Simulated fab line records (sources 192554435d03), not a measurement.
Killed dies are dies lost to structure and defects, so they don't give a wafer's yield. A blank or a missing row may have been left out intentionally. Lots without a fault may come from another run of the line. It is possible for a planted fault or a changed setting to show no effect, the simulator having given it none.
fab line records | flow n5_finfet
record: lots: 4 wafers: 12 last_day: 18
route steps=1938 shown MOL_CONTACT_COAG@623 BEOL_M0_SAQP@632 BEOL_M0@715 BEOL_M4@1111
lots untouched by any fault: they come from a run of this same line in which no faults occurred
start_h: start of the lot's first displayed wafer, in hours after the record's first day | wait_h: hours elapsed since this lot's preceding step | " same as the row above | L1.1+2: a single row standing in for several wafers | - no value present, or no start provided | * or withheld: withheld | < > ~ a bound
route shown NAME@n: NAME is a module with steps in the file, n the number in the route of the first one | usual: the fault-free wafers' mean and standard deviation | same: alike in all rows | chamber/n: place in a boat | sites: the reading at each site | _std_site: the values' standard deviation | _edge_site: inner sites' mean taken away from outer sites' mean | radius_mm: for every site, how far away it sits from the centre of the wafer | mask NAME#n: copy n | behind: the most recent tool/chamber to have shaped the wafer | hold: the reason the lot was held/the length of the hold in hours/how it ended | device: the transistor (n, p or np) that didn't switch | end of line: tests of these same wafers at the route's end | for a step that has no rows: nothing shown but its recipe | killed: dies lost to structure and defects at the first sort, not the wafer's yield | map: a wafer's dies, marking killed ones x, the rest . and places with no die _
set.NAME: the run value of the setting; set.NAME@STEP: its run value at that earlier step | model.NAME: the simulator's own value behind a step, which no gauge read
lots at some steps of the route; a table a step, a row a wafer
services: from which hour (start_h, from the record's first day; less than 0 if before it) a tool's chamber was out of use, for how many hours, and why
== steps ==
step: N5_MOL_CONTACT_COAG_PRE_CLEAN_121
recipe: gas: H2/He time_s: * temp_c: withheld
step: N5_MOL_CONTACT_COAG_CVD_140
recipe: material: W target_thk_a: 665 mode: selective_fill temp_c: 300 time_s: 215
step: N5_MOL_CONTACT_COAG_PRECLEAN_127
recipe: chemistry: DIW time_s: 57.5 temp_c: 23
step: N5_MOL_CONTACT_COAG_SRD_128
recipe: dry_time_s: 32 dry: n2_spin spin_rpm: 1500
step: N5_MOL_CONTACT_COAG_CMP_52
recipe: stop_on: SiO2 t_overpolish_s: 1.5 post_cmp_clean: w_dilute_nh4oh down_force_psi: 4 platen_rpm: 50.289 pad_velocity_m_s: 1.0006 target_thk_nm: 66.5
step: N5_MOL_CONTACT_COAG_ANNEAL_112
recipe: temp_c: 400 time_s: 1800 ambient: HPD2 pressure_atm: 10
step: N5_BEOL_M0_SAQP_PECVD_00
recipe: material: SiCN target_thk_a: 80 temp_c: withheld precursor: 3MS/NH3 pressure_torr: 3 rf_w: 202 time_s: 14
step: N5_BEOL_M0_SAQP_ILD_DEP_01
recipe: material: SiOC target_thk_a: 454.19 temp_c: 350 precursor: DEMS/O2 pressure_torr: 5 rf_w: 500 time_s: 8.7
step: N5_BEOL_M0_SAQP_HM_DEP_02
recipe: material: TiN target_thk_a: 120 temp_c: 25 chamber_pressure_pa: 0.49996
step: N5_BEOL_M0_SAQP_PECVD_03
recipe: material: SiCN target_thk_a: 120 temp_c: withheld precursor: 3MS/NH3 pressure_torr: 3 rf_w: 202 time_s: 21.1
usual: chamber_pressure_Torr: 3.001/0.0068 run_length_s: 51.6/0.63 showerhead_plenum_p_Torr: 3.672/0.015 throttle_valve_pct: 9.2/0.56
columns lot.wafer tool chamber start_h wait_h chamber_pressure_Torr run_length_s showerhead_plenum_p_Torr throttle_valve_pct model.SiCN_of_BEOL_M0_SAQP_PECVD_03.thk_nm
L389.3 pecvd-04 0 119.40 0.1 3.001 52.4 3.672 9.4 11.8
L389.4 " 2 " " 2.998 51.5 3.665 9.0 12
L389.6 " 0 " " 3.003 52.3 3.681 9.2 12
L392.1 pecvd-04 2 138.64 0.1 2.999 51.2 3.662 9.2 11.8
L392.5 " 2 " " 2.994 49.1 3.666 9.1 11.2
L392.6 " 1 " " 2.999 49.1 3.648 9.4 11.2
L393.2 pecvd-04 1 147.49 0.1 3.008 50.3 3.650 9.4 12
L393.5 " 2 " " 3.015 50.1 3.662 9.0 11.4
L393.6 " 0 " " 3.010 50.4 3.676 9.2 11.4
L409.1 pecvd-01 1 240.59 0.1 2.985 51.4 3.680 9.8 12
L409.3 " 0 " " 3.010 52.3 3.674 10.3 11.8
L409.5 " 0 " " 3.013 51.5 3.686 10.3 12
step: N5_BEOL_M0_SAQP_PECVD_96
recipe: material: a-Si target_thk_a: 450 temp_c: 350 precursor: SiH4/He pressure_torr: 3 rf_w: 100 time_s: 45.2
step: N5_BEOL_M0_SAQP_PECVD_97
recipe: material: SiNx target_thk_a: 230 temp_c: 350 precursor: SiH4/NH3/N2 pressure_torr: 1.5 rf_w: 300 time_s: 19.9
step: N5_BEOL_M0_SAQP_PECVD_04
recipe: material: a-Si target_thk_a: 600 temp_c: 350 precursor: SiH4/He pressure_torr: 3 rf_w: 100 time_s: 60.2
step: N5_BEOL_M0_SAQP_HM_DEP_111
recipe: material: SiO2 target_thk_a: 120 temp_c: 400 precursor: SiH4/N2O pressure_torr: 0.75 rf_w: 275 time_s: 7.2
step: N5_BEOL_M0_SAQP_COAT_81
recipe: resist: SOC temp_c: 250 time_s: 60 spin_rpm: 1500 resist_thk_nm: 100
step: N5_BEOL_M0_SAQP_COAT_82
recipe: resist: SiARC temp_c: 220 time_s: 60 spin_rpm: 1500 resist_thk_nm: 30
step: N5_BEOL_M0_SAQP_COAT_08
recipe: resist: CAR-ArF spin_rpm: 1500 resist_thk_nm: 90
step: N5_BEOL_M0_SAQP_EBR_10
recipe: solvent: PGMEA ebr_width_mm: 1.5
step: N5_BEOL_M0_SAQP_SOFTBAKE_09
recipe: temp_c: 110 time_s: 60 resist: CAR-ArF
step: N5_BEOL_M0_SAQP_EXPOSE_11
recipe: mask_id: M0_CORE na: 1.35 source_shape: dipole sigma_inner: 0.538 sigma_outer: 0.738 polarization: te target_cd_nm: 42 dose_mj: 55
step: N5_BEOL_M0_SAQP_PEB_12
recipe: peb_temp_c: withheld peb_time_s: 60 resist: CAR-ArF
step: N5_BEOL_M0_SAQP_DEVELOP_13
recipe: develop_time_s: 30 developer: TMAH resist: CAR-ArF dev_temp_c: 23 rinse_liquid: diw dry: air_spin
step: N5_BEOL_M0_SAQP_DESCUM_19
recipe: chemistry: O2 time_s: 7.9 source_power_w: 50 bias_power_w: 20 pressure_mtorr: 20 rf_frequency_hz: 2.712e+07 temp_c: 40 resist: CAR-ArF o2_flow_sccm: 225
step: N5_BEOL_M0_SAQP_ETCH_83
recipe: chemistry: CF4 target: SiARC target_depth_a: 390 mask_material: CAR-ArF time_s: 65 ion_energy_ev: 80 pressure_mtorr: 40 source_w: 545 bias_w: 36 Ar_flow_sccm: 100 cf4_flow_sccm: 100 ends: cleared
step: N5_BEOL_M0_SAQP_ETCH_84
recipe: chemistry: N2/H2 target: SOC target_depth_a: 1000 overetch_a: 200 mask_material: SiARC temp_c: 40 time_s: 150 ion_energy_ev: 200 pressure_mtorr: 30 source_w: 840 bias_w: 150 n2_flow_sccm: 200 h2_flow_sccm: 200
step: N5_BEOL_M0_SAQP_STRIP_80
recipe: chemistry: N2/H2 temp_c: 40 n2_flow_sccm: 200 h2_flow_sccm: 200 rf_frequency_hz: 6e+07
step: N5_BEOL_M0_SAQP_HM_OPEN_112
recipe: chemistry: CHF3/O2 target: SiO2 stop_on: a-Si target_depth_a: 120 over_etch_frac: 1.25 mask_material: SOC time_s: 13.5 pressure_mtorr: 30 source_w: 650 bias_w: 170 Ar_flow_sccm: 200 CHF3_flow_sccm: 50 O2_flow_sccm: 5 ion_energy_ev: 200 ends: end_point
step: N5_BEOL_M0_SAQP_STRIP_113
recipe: chemistry: CHF3/O2 resist: SiARC rf_frequency_hz: 6e+07
step: N5_BEOL_M0_SAQP_MANDREL_ETCH_20
recipe: target_depth_a: 600 chemistry: HBr/Cl2 target: a-Si stop_on: SiNx bt_time_s: 10 mask_material: SOC over_etch_frac: 0.5 time_s: 30 pressure_mtorr: 10 icp_w: 800 bias_w: 75 HBr_flow_sccm: 150 Cl2_flow_sccm: 80 ends: end_point
step: N5_BEOL_M0_SAQP_STRIP_86
recipe: chemistry: N2/H2 power_w: 500 temp_c: 40 pressure_mtorr: 50 rf_frequency_hz: 6e+07 overash_fraction: 0.3 bias_power_w: 28 h2_frac: 0.5 n2_flow_sccm: 300 h2_flow_sccm: 300
step: N5_BEOL_M0_SAQP_STRIP_115
recipe: chemistry: post_etch_residue_remover time_s: 60 temp_c: 25 remover_ph: withheld remover_water_wt_pct: withheld remover_fluoride_wt_pct: withheld
step: N5_BEOL_M0_SAQP_SRD_93
recipe: dry: ipa_marangoni time_s: 30 temp_c: 23 rinse_liquid: diw
step: N5_BEOL_M0_SAQP_RECESS_114
recipe: chemistry: HF/NH3 target: SiO2 target_depth_a: 144 afs_cycles: 3 temp_c: 30 sublimation_temp_c: 180 sublimation_time_s: 60
step: N5_BEOL_M0_SAQP_SPACER1_ALD_98
recipe: material: SiO2 target_thk_a: 128 temp_c: 300 ald_precursor_family: BDEAS ald_co_reactant: O2-plasma pulse_time_s: 1 purge_time_s: 2 co_reactant_purge_time_s: 2 ald_cycles: 138 pressure_torr: 2
step: N5_BEOL_M0_SAQP_SPACER1_ETCHBACK_99
recipe: chemistry: CHF3/O2 mode: anisotropic_etchback target: SiO2 target_depth_a: 154 time_s: 7.7 pressure_mtorr: 30 source_w: 650 bias_w: 170 Ar_flow_sccm: 200 CHF3_flow_sccm: 50 O2_flow_sccm: 5 ion_energy_ev: 200
step: N5_BEOL_M0_SAQP_RECESS_109
recipe: chemistry: HF/NH3 target: SiO2 target_depth_a: 30 afs_cycles: 1 temp_c: 30 sublimation_temp_c: 180 sublimation_time_s: 60
usual: drypump_motor_current_A: 5.6/0.45 temp_c: 30.01/0.098
columns lot.wafer tool chamber start_h wait_h drypump_motor_current_A temp_c model.SiCN_of_BEOL_M0_SAQP_PECVD_03.thk_nm
L389.3 vapor_etch-02 1 123.11 0.1 6.0 30.02 8.4
L389.4 " 0 " " 6.3 29.90 8.4
L389.6 " 0 " " 6.3 30.19 8.4
L392.1 vapor_etch-01 0 142.31 0.0 5.6 29.94 8.6
L392.5 " 0 " " 5.6 29.93 7.8
L392.6 " 1 " " 5.1 30.04 7.6
L393.2 vapor_etch-01 1 151.04 0.0 5.1 30.19 8.6
L393.5 " 0 " " 5.6 30.21 8
L393.6 " 1 " " 5.1 30.09 8
L409.1 vapor_etch-02 0 243.80 0.0 6.2 30.01 8.8
L409.3 " 0 " " 6.2 30.11 8.2
L409.5 " 0 " " 6.2 29.95 8.6
step: N5_BEOL_M0_ETCH_138
recipe: chemistry: CH3F/O2 target_depth_a: 120 target: SiCN time_s: 31.6 ion_energy_ev: 120 pressure_mtorr: 30 source_w: 395 bias_w: 75 Ar_flow_sccm: 150 CH3F_flow_sccm: 30 O2_flow_sccm: 20 ends: cleared
usual: chamber_pressure_mTorr: 30.00/0.03 drypump_motor_current_A: 5.9/0.56 etch_rf_on_time_s: 29.1/0.82 oes_product_au: 0.68/0.076 rf_vpp_V: 298.0/1.7 showerhead_plenum_p_Torr: 2.04/0.077 throttle_valve_pct: 16.22/0.2
columns lot.wafer tool chamber start_h wait_h chamber_pressure_mTorr drypump_motor_current_A etch_rf_on_time_s oes_product_au rf_hours_counter_h rf_vpp_V showerhead_plenum_p_Torr throttle_valve_pct model.etch.depth_nm
L389.3 rie_diel-02 1 126.77 0.0 30.00 6.5 28.4 0.84 3 300.1 2.13 15.88 8.322
L389.4 " 3 " " 29.98 6.0 28.0 0.81 16 298.3 2.14 16.33 8.35
L389.6 " 1 " " 29.95 6.5 28.9 0.83 - 300.9 2.13 15.87 8.445
L392.1 rie_diel-02 2 145.59 0.0 30.00 5.6 28.7 0.71 74 298.1 2.01 16.17 8.51
L392.5 " 3 " " 29.97 6.0 26.3 0.80 - 301.0 2.14 16.32 7.845
L392.6 " 2 " " 30.04 5.7 26.0 0.70 - 296.9 2.01 16.18 7.64
L393.2 rie_diel-01 0 154.66 0.0 29.98 6.8 30.1 0.63 157 297.7 2.01 16.45 8.655
L393.5 " 0 " " 30.00 6.8 27.4 0.64 - 299.0 2.01 16.45 7.916
L393.6 " 3 " " 30.08 5.1 26.9 0.74 - 296.7 1.97 16.07 8.002
L409.1 rie_diel-02 0 247.78 0.0 30.01 6.3 30.1 0.59 227 297.7 2.05 16.10 8.705
L409.3 " 1 " " 29.98 6.5 28.2 0.76 43 299.6 2.12 15.96 8.194
L409.5 " 0 " " 30.01 6.3 29.3 0.59 - 300.1 2.05 16.09 8.575
step: N5_BEOL_M0_HM_OPEN_105
recipe: chemistry: Cl2/BCl3 target_depth_a: 120 target: TiN ion_energy_ev: 150 pressure_mtorr: 10 icp_w: 1000 bias_w: 126 Cl2_flow_sccm: 53.25 bcl3_flow_sccm: 21.75 Ar_flow_sccm: 25
usual: chamber_pressure_mTorr: 9.999/0.0097 drypump_motor_current_A: 5.5/0.4 oes_product_au: 0.80/0.11 throttle_valve_pct: 21.89/0.2
columns lot.wafer tool chamber start_h wait_h chamber_pressure_mTorr drypump_motor_current_A oes_product_au rf_hours_counter_h throttle_valve_pct model.SiO2_of_BEOL_M0_SAQP_SPACER2_ALD_26.thk_nm
L389.3 rie_metal-02 1 126.93 0.1 10.010 5.5 0.90 - 21.96 2.8
L389.4 " 0 " " 10.006 5.2 0.57 - 22.23 2.8
L389.6 " 0 " " 9.986 5.2 0.58 - 22.22 2.8
L392.1 rie_metal-02 1 155.44 9.8 10.001 5.5 0.88 8 21.99 2.8
L392.5 " 1 " " 10.004 5.5 0.88 - 21.99 3
L392.6 " 1 " " 9.994 5.5 0.88 - 21.95 3
L393.2 rie_metal-03 0 157.65 2.9 10.006 6.0 0.72 65 21.98 2.8
L393.5 " 1 " " 10.000 4.9 0.91 - 22.03 3
L393.6 " 0 " " 10.004 6.0 0.72 - 21.97 2.8
L409.1 rie_metal-01 1 249.27 1.4 10.011 5.9 0.69 98 21.79 2.6
L409.3 " 0 " " 9.996 5.9 0.77 - 21.45 2.8
L409.5 " 0 " " 10.002 5.9 0.76 - 21.48 2.6
step: N5_BEOL_M0_ETCH_128
recipe: chemistry: CF4/N2 target_depth_a: 120 overetch_a: 51 target: SiCN time_s: 21.4 ion_energy_ev: 150 pressure_mtorr: 40 source_w: 430 bias_w: 70 Ar_flow_sccm: 100 cf4_flow_sccm: 60 n2_flow_sccm: 60
usual: chamber_pressure_mTorr: 40.00/0.035 drypump_motor_current_A: 6.0/0.51 oes_product_au: 0.53/0.062 rf_vpp_V: 382.7/2.1 showerhead_plenum_p_Torr: 2.23/0.086 throttle_valve_pct: 15.38/0.21
columns lot.wafer tool chamber start_h wait_h chamber_pressure_mTorr drypump_motor_current_A oes_product_au rf_hours_counter_h rf_vpp_V showerhead_plenum_p_Torr throttle_valve_pct model.etch.depth_nm
L389.3 rie_diel-01 1 127.55 0.4 40.03 6.1 0.57 73 384.7 2.32 15.32 8.322
L389.4 " 2 " " 40.03 4.9 0.50 173 380.5 2.11 15.41 8.35
L389.6 " 2 " " 40.00 4.9 0.50 - 381.0 2.11 15.42 8.445
L392.1 rie_diel-05 2 155.91 0.0 39.96 5.6 0.50 178 384.3 2.29 15.62 8.51
L392.5 " 3 " " 39.99 6.2 0.47 - 379.7 2.09 15.42 7.845
L392.6 " 2 " " 39.98 5.5 0.48 - 384.0 2.29 15.64 7.64
L393.2 rie_diel-02 0 158.55 0.5 39.94 6.2 0.50 198 383.8 2.28 15.19 8.655
L393.5 " 3 " " 40.02 6.0 0.61 - 383.7 2.35 15.43 7.916
L393.6 " 2 " " 39.97 5.7 0.54 - 382.3 2.22 15.31 8.002
L409.1 rie_diel-01 2 249.95 0.1 40.04 4.9 0.49 216 380.8 2.10 15.49 8.705
L409.3 " 3 " " 40.00 5.1 0.55 76 382.2 2.16 15.24 8.194
L409.5 " 3 " " 39.94 5.1 0.56 - 381.9 2.16 15.23 8.575
step: N5_BEOL_M4_RC_MEAS_101
usual: DIBL_N: 36.3/1.8 DIBL_P: 36.5/2.1 IOFF_N: 0.16/0.031 IOFF_P: 0.22/0.038 ION_N: 677/12 ION_P: 466/7.8 SS_N: 71.5/0.61 SS_P: 73.2/0.7 VT_N: 249/3 VT_P: -248.9/3
columns lot.wafer tool chamber start_h wait_h DIBL_N[mV/V] DIBL_P[mV/V] IOFF_N[nA/um] IOFF_P[nA/um] ION_N[uA/um] ION_P[uA/um] SS_N[mV/dec] SS_P[mV/dec] VT_N[mV] VT_P[mV]
L389.3 prober-02 0 200.55 0.3 36.8 36.6 0.17 0.21 687 467 72.1 72.2 249 -249.6
L389.4 " 0 " " 37.7 38.0 0.19 0.23 686 461 72.6 72.2 247 -247.9
L389.6 " 0 " " 35.1 34.8 0.15 0.18 679 466 71.0 72.4 248 -252.8
L393.2 prober-01 0 229.85 0.2 37.1 36.9 0.16 0.22 669 460 72.0 73.5 251 -249.3
L393.5 " 0 " " 34.6 33.6 0.13 0.17 677 467 71.5 72.5 252 -251.9
L393.6 " 0 " " 38.5 37.9 0.19 0.25 669 463 72.2 73.8 246 -248.2
L392.1 prober-01 0 231.55 0.0 37.1 37.3 0.17 0.22 687 468 71.6 74.1 249 -250.1
L392.5 " 0 " " 37.0 37.4 0.17 0.21 682 462 72.2 74.7 251 -251.6
L392.6 " 0 " " 37.4 38.0 0.18 0.22 686 465 71.5 74.3 251 -249.1
L409.1 prober-01 0 316.30 0.0 35.0 35.3 0.14 0.22 685 479 71.6 73.0 251 -248.2
L409.3 " 0 " " 36.7 37.8 0.17 0.25 675 471 71.2 73.9 249 -245.9
L409.5 " 0 " " 34.5 35.2 0.14 0.21 689 477 71.6 72.5 250 -250.0
== services ==
columns tool chamber start_h hours kind
pecvd-04 0 105.45 5.5 repair
rie_diel-05 2 107.24 8.5 repair
rie_metal-02 0 150.13 - clean
rie_metal-02 0 150.13 25.4 scheduled_down
rie_metal-02 0 150.13 25.4 vent_cycle
pecvd-01 - 154.39 1.6 repair
rie_diel-01 3 165.61 6.2 repair
rie_metal-02 1 198.71 15.0 repair
rie_diel-01 1 200.33 1.6 repair
rie_diel-05 0 203.00 - clean
rie_diel-05 0 203.00 - consumable_replace:focus_ring
rie_diel-05 0 203.00 22.6 scheduled_down
rie_diel-05 0 203.00 22.6 vent_cycle
pecvd-01 0 221.01 1.7 repair
pecvd-01 - 224.83 0.8 repair
rie_diel-05 3 226.02 - clean
rie_diel-05 3 226.02 - consumable_replace:focus_ring
rie_diel-05 3 226.02 - consumable_replace:showerhead
rie_diel-05 3 226.02 24.8 scheduled_down
pecvd-04 - 227.99 28.1 pm
rie_metal-01 - 241.19 2.8 pm
pecvd-01 - 243.92 14.6 pm
rie_diel-05 2 248.35 14.3 repair
vapor_etch-01 - 249.84 13.8 repair
== key ==
first_sign: step: N5_BEOL_M0_SAQP_PECVD_03 reading: run_length_s direction: down sigmas: 3 usual: * struck: *
effect: step: N5_BEOL_M0_ETCH_138 reading: etch_rf_on_time_s direction: down sigmas: 3 usual: * struck: *
model_effect: step: N5_BEOL_M0_SAQP_PECVD_03 value: SiCN_of_BEOL_M0_SAQP_PECVD_03.thk_nm without: 12.2 struck: 11.3
model_effect: step: N5_BEOL_M0_SAQP_RECESS_109 value: SiCN_of_BEOL_M0_SAQP_PECVD_03.thk_nm without: 8.8 struck: 7.85
model_effect: step: N5_BEOL_M0_ETCH_138 value: etch.depth_nm without: 8.794 struck: 7.851
model_effect: step: N5_BEOL_M0_HM_OPEN_105 value: SiO2_of_BEOL_M0_SAQP_SPACER2_ALD_26.thk_nm without: 2.65 struck: 2.95
model_effect: step: N5_BEOL_M0_ETCH_128 value: etch.depth_nm without: 8.794 struck: 7.851
met_at N5_BEOL_M0_SAQP_PECVD_03
struck_wafers L392.5,L392.6,L393.5,L393.6
onset_between 119.40 138.64
fault: kind: process_parameter_drift tool: pecvd-04 chamber: - onset_h: 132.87 steps: N5_BEOL_M0_SAQP_PECVD_03 channel: time_s offset: * shape: step end_h: 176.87 scope: struck_wafers_only acts_in: * stated: *
